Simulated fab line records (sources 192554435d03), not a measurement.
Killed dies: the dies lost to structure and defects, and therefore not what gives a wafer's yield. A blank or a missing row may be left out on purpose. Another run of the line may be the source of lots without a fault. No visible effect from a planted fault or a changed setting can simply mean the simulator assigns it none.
Code-filled problem report in 8D (eight disciplines) form + flow n5-finfet + the parts of the form that need people (team, actions taken, sign-off) are left out

1. WHAT IS WRONG
At N5_BEOL_M10_COAT_22, spin-speed-rpm averages 1565.1 rpm over 6 wafers from 2 lots, while fault-free wafers read 1500.1 rpm, standard deviation 0.89. That puts it +73 standard deviations away from the usual mean.
The step: resist thk 90 nm.
The first sign was on wafer L833.2 at day 13 14:04, on litho-track-02. At this step, 36 wafers from 12 lots have a number in the record. Rule for "out" (also "out of limits"): further than 4 standard deviations from the usual mean. The other wafers with a number count as sound.

2. WHAT IT IS, AND WHAT IT ISN'T
| question                    | is                     | is not                                                                          |
|-----------------------------|------------------------|---------------------------------------------------------------------------------|
| which readings at this step | spin-speed-rpm         | -                                                                               |
| which lots                  | L833, L838             | L823, L826, L827, L828, L829, L831, L832, L836, L837, L844                      |
| which wafers of those lots  | all that have a number | -                                                                               |
| read on which tools         | litho-track-02         | litho-track-03, litho-track-05                                                  |
| when                        | from day 13 14:04      | up to then (21 sound wafers); but 9 sound wafers of L836, L837, L844 came after |

3. THE SUSPECTS, EACH WITH WHAT RULES IT OUT
Counting: a tool at any process step up to the reading remains a suspect when it ran all the lots that are out and ran no sound lot after the first of those.
- litho-track-02 at N5_BEOL_M10_COAT_22 (resist thk 90 nm): kept. It processed each lot that is out, first L833 at day 13 14:04, and no sound lot thereafter; up to then, the last sound lot it processed was L832 at day 13 07:24. Its own spin-speed-rpm readings are out on those wafers.
After counting, what remains is litho-track-02 at N5_BEOL_M10_COAT_22.

4. THE CAUSE (what the simulator had put in)
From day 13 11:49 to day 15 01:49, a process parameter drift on litho-track-02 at N5_BEOL_M10_COAT_22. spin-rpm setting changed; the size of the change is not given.
This tool alone remained once counting was done.

5. THE CHAIN OF EFFECTS, in route order
Rows list readings where the struck wafers' mean (over those with a number) sits beyond 3 standard deviations from the usual. Only readings for which the record gives a usual standard deviation are gone through. hours: the time from each lot's start at the first step in this table that gives one to its start at this step, as a median over the lots. sigmas: the change in usual standard deviations.
| hours | step                | reading        | usual      | on struck wafers | change | sigmas |
|-------|---------------------|----------------|------------|------------------|--------|--------|
| 0     | N5_BEOL_M10_COAT_22 | spin-speed-rpm | 1500.1 rpm | 1565.1           | +65.0  | +73    |
The process steps in it:
- N5_BEOL_M10_COAT_22: resist thk 90 nm.

6. WHAT WOULD HAVE CAUGHT IT SOONER
2 hours passed between the start of the fault at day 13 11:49 and the first reading out of limits in this record, taken at day 13 14:04.
